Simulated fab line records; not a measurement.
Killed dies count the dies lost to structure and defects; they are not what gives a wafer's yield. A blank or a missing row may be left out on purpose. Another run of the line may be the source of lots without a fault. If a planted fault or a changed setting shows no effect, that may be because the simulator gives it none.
What tool caused it? | flow n5_finfet | 14 lots, 42 wafers sampled, at 3 steps of a route of 1938

== WHAT THE GAUGES READ, wafer by wafer ==
N5_START_INSPECT_01: inspects for defects (unpatterned scan).
lot  | measured    | on                | raw_defect_count
L553 | day 1 18:02 | defect_inspect-01 | 3 6 3
L554 | day 2 00:02 | defect_inspect-02 | 6 5 8
L555 | day 2 06:02 | defect_inspect-02 | 9 1 5
L556 | day 2 12:02 | defect_inspect-02 | 5 6 8
L557 | day 2 18:02 | defect_inspect-01 | 2 4 5
L558 | day 3 00:02 | defect_inspect-02 | 2 7 6
L561 | day 3 18:02 | defect_inspect-01 | 5 6 5
L563 | day 4 06:02 | defect_inspect-02 | 6 4 7
L564 | day 4 12:02 | defect_inspect-01 | 5 5 7
L565 | day 4 18:02 | defect_inspect-01 | 4 7 5
L567 | day 5 06:02 | defect_inspect-01 | 2 6 5
L568 | day 5 12:02 | defect_inspect-02 | 9 11 3
L571 | day 6 06:02 | defect_inspect-01 | 5 4 11
L574 | day 7 00:02 | defect_inspect-01 | 3 1 1

N5_WELL_APT_CD_MEAS_08: the cd target is 200 nm.
lot  | measured    | on        | cd_nm (nm)
L553 | day 1 19:56 | cd_sem-03 | 197.5 197.2 197.1
L554 | day 2 02:00 | cd_sem-01 | 200.8 201.1 199.1
L555 | day 2 07:41 | cd_sem-01 | 199.5 199.6 198.4
L556 | day 2 13:35 | cd_sem-02 | 199.4 200.0 199.2
L557 | day 2 19:43 | cd_sem-03 | 199.1 201.6 199.3
L558 | day 3 01:35 | cd_sem-03 | 198.8 200.1 198.9
L561 | day 3 19:41 | cd_sem-03 | 200.6 201.8 200.7
L563 | day 4 07:34 | cd_sem-01 | 198.4 197.5 199.2
L564 | day 4 14:09 | cd_sem-01 | 197.2 196.2 197.7
L565 | day 4 19:34 | cd_sem-03 | 199.6 201.2 199.7
L571 | day 6 07:49 | cd_sem-03 | 199.2 201.1 201.5
L574 | day 7 01:41 | cd_sem-02 | 200.4 199.4 199.0

== TOOL THAT RAN EACH LOT (tool first, then ch and the chambers of the sampled wafers, then the start) ==
lot  | N5_ZERO_LAYER_PEB_09
L553 | litho_track-03 ch 0, day 1 18:39
L554 | litho_track-01 ch 0, day 2 00:33
L555 | litho_track-01 ch 0, day 2 06:31
L556 | litho_track-03 ch 0, day 2 12:33
L557 | litho_track-04 ch 0, day 2 18:40
L558 | litho_track-03 ch 0, day 3 00:33
L561 | litho_track-04 ch 0, day 3 18:39
L563 | litho_track-04 ch 0, day 4 06:32
L564 | litho_track-01 ch 0, day 4 12:31
L565 | litho_track-04 ch 0, day 4 18:31
L567 | litho_track-04, day 5 06:39
L568 | litho_track-04, day 5 12:39
L571 | litho_track-01 ch 0, day 6 06:39
L574 | litho_track-04 ch 0, day 7 00:31
- N5_ZERO_LAYER_PEB_09

== WHAT THE TOOLS THEMSELVES READ (means of the sampled wafers that have a number; where no wafer has one, the mark that the record gives instead) ==
N5_ZERO_LAYER_PEB_09.
lot  | tool           | exhaust_pa (Pa)
L553 | litho_track-03 | 44.4
L554 | litho_track-01 | 44.1
L555 | litho_track-01 | 46.0
L556 | litho_track-03 | 44.0
L557 | litho_track-04 | 44.0
L558 | litho_track-03 | 45.7
L561 | litho_track-04 | 44.7
L563 | litho_track-04 | 46.1
L564 | litho_track-01 | 44.6
L565 | litho_track-04 | 46.1
L567 | litho_track-04 | -
L568 | litho_track-04 | -
L571 | litho_track-01 | 45.3
L574 | litho_track-04 | 43.8

== THE ANSWER, worked out from the rows above alone ==
Rule: the lots themselves supply what counts as usual. Put in order of their means at a reading, lots are off if they are a third of the lots or fewer, leave a main group of 4 or more, and stand apart from it by a gap of 3 or more times the standard deviation of the main group's means; of several such gaps the widest counts. If all means in a main group match to the digits the tables above print for the reading, that group is not used. Also off: a lot with no number at a reading for which 4 or more lots have one. All remaining lots with rows at the step are treated as sound. After the gauges, taken in route order, come the tools' own readings; for these a lot's mean is taken, as printed above. The first step at which some lot is off is used, and at that step the reading that is off furthest; a lot without a number counts as furthest.
Off: L567, L568, at N5_ZERO_LAYER_PEB_09 (exhaust_pa). Without a number there: L567, L568. The main group: mean 44.9 Pa, standard deviation 0.85.
If a tool, at that step or one of the process steps before it, ran each lot that is off and ran no sound lot following the first of them, it fits. No candidate that was tried fits.

== WHAT THE SIMULATOR PUT IN ==
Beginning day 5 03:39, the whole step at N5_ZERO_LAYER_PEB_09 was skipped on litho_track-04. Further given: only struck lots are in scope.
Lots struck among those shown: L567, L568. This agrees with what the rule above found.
